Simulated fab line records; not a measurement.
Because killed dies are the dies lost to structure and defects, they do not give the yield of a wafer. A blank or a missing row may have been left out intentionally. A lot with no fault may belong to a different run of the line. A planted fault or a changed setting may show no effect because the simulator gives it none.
Comparing a struck lot with a sound one	flow nand harc	15 out of 1302 route steps
Sound: the wafers L849.1, L849.2, L849.5. Struck: wafer L843.4 (left out: L843.1, L843.5 of the same lot, which were not struck); the cause appears at the end.
For every step that has rows: the tool of each side, followed by ch and its chambers, followed by its first start. Under that, the readings that differ: sound wafers	struck wafers	difference of the means	sigmas: that difference in standard deviations of wafers without a fault.
alike: words and numbers the same on both sides, and readings whose means are apart by under 2 such deviations; not compared: readings that were withheld, readings missing a value for some wafer, numbers with overlapping values and no deviation given by the record, and bounds like >300 which may hide the same value.
A row with sigmas, a row that says differs or no value, or rows on one side alone: a step with any of these is where the two part. When numbers do not overlap yet have no deviation, they are printed without sigmas and do not part them. A reading missing from all wafers of one side parts the sides only when that side holds two or more wafers.

NHARC_A_DECK1_JOINT_INSPECT_05:
  sound on defect inspect-01 at day 21 15:55; struck on defect inspect-02 at day 18 05:54
  alike: raw defect count
then NHARC_A_ONON_D2_DEP_00 (target thk 1000 nm), 1 step lacking rows for these wafers.
NHARC_A_ONON_D2_THK_MEAS_02: measures by ellipsometry.
  sound on film metro-01 at day 21 16:29; struck on film metro-02 at day 18 06:46
  alike: thk nm
then NHARC_A_ONON_D2_DEP_03 (target thk 1000 nm), 1 step lacking rows for these wafers.
NHARC_A_ONON_D2_THK_MEAS_05: measures by ellipsometry.
  sound on film metro-01 at day 21 17:04; struck on film metro-01 at day 18 07:29
reading	sound	struck	difference	sigmas
thk nm (nm)	1014 1015 1014	992	-22	-3
then NHARC_A_ONON_D2_DEP_06 (target thk 1000 nm), 1 step lacking rows for these wafers.
NHARC_A_ONON_D2_THK_MEAS_08: measures by ellipsometry.
  sound on film metro-02 at day 21 17:38; struck on film metro-02 at day 18 08:10
  alike: thk nm
then NHARC_A_ONON_D2_DEP_09 (target thk 1000 nm), 1 step lacking rows for these wafers.
NHARC_A_ONON_D2_THK_MEAS_11: measures by ellipsometry.
  sound on film metro-01 at day 21 18:12; struck on film metro-01 at day 18 08:44
  alike: thk nm
then NHARC_A_ONON_D2_DEP_12 (target thk 1000 nm), 1 step lacking rows for these wafers.
NHARC_A_ONON_D2_THK_MEAS_14: measures by ellipsometry.
  sound on film metro-02 at day 21 18:46; struck on film metro-01 at day 18 09:19
  alike: thk nm
then, 1 step without rows for these wafers: NHARC_A_ONON_D2_ANNEAL_15 (time 3600 s).
NHARC_A_ONON_D2_DEP_16: target thk 1000 nm.
  sound on pecvd onon-03 ch 0, day 22 02:08; struck on pecvd onon-03 ch 0, day 18 16:30
reading	sound	struck	difference	sigmas
n2o flow sccm (sccm)	1991 1992 2000	2011	+17	+3
  alike: susceptor temp C
NHARC_A_ONON_D2_THK_MEAS_18: measures by ellipsometry.
  sound on film metro-02 at day 22 02:38; struck on film metro-02 at day 18 17:11
reading	sound	struck	difference	sigmas
thk nm (nm)	998 997 997	1521	+524	+55
  not compared: hold
-- jump in the record: it breaks off in module A_ONON_D2 and resumes in module END (first step shown: number 1302 of the route), and 12 days separate the struck wafers' starts before and after --
NHARC_END_SORT_01:
  sound on prober-01 ch 0, day 34 11:05; struck on prober-02 ch 0, day 30 06:56
reading	sound	struck	difference	sigmas
hold	- - -	await dispo/3.5h/release	no value on the sound wafers	
killed at array	32 43 38	675	+637	+64
killed dies	42 48 50	677	+630	+63
  alike: killed at other, killed at periphery, killed open, killed short

WHERE THEY PART
First at NHARC_A_ONON_D2_THK_MEAS_05; last, within this record, at NHARC_END_SORT_01.

WHY: what the simulator had put in
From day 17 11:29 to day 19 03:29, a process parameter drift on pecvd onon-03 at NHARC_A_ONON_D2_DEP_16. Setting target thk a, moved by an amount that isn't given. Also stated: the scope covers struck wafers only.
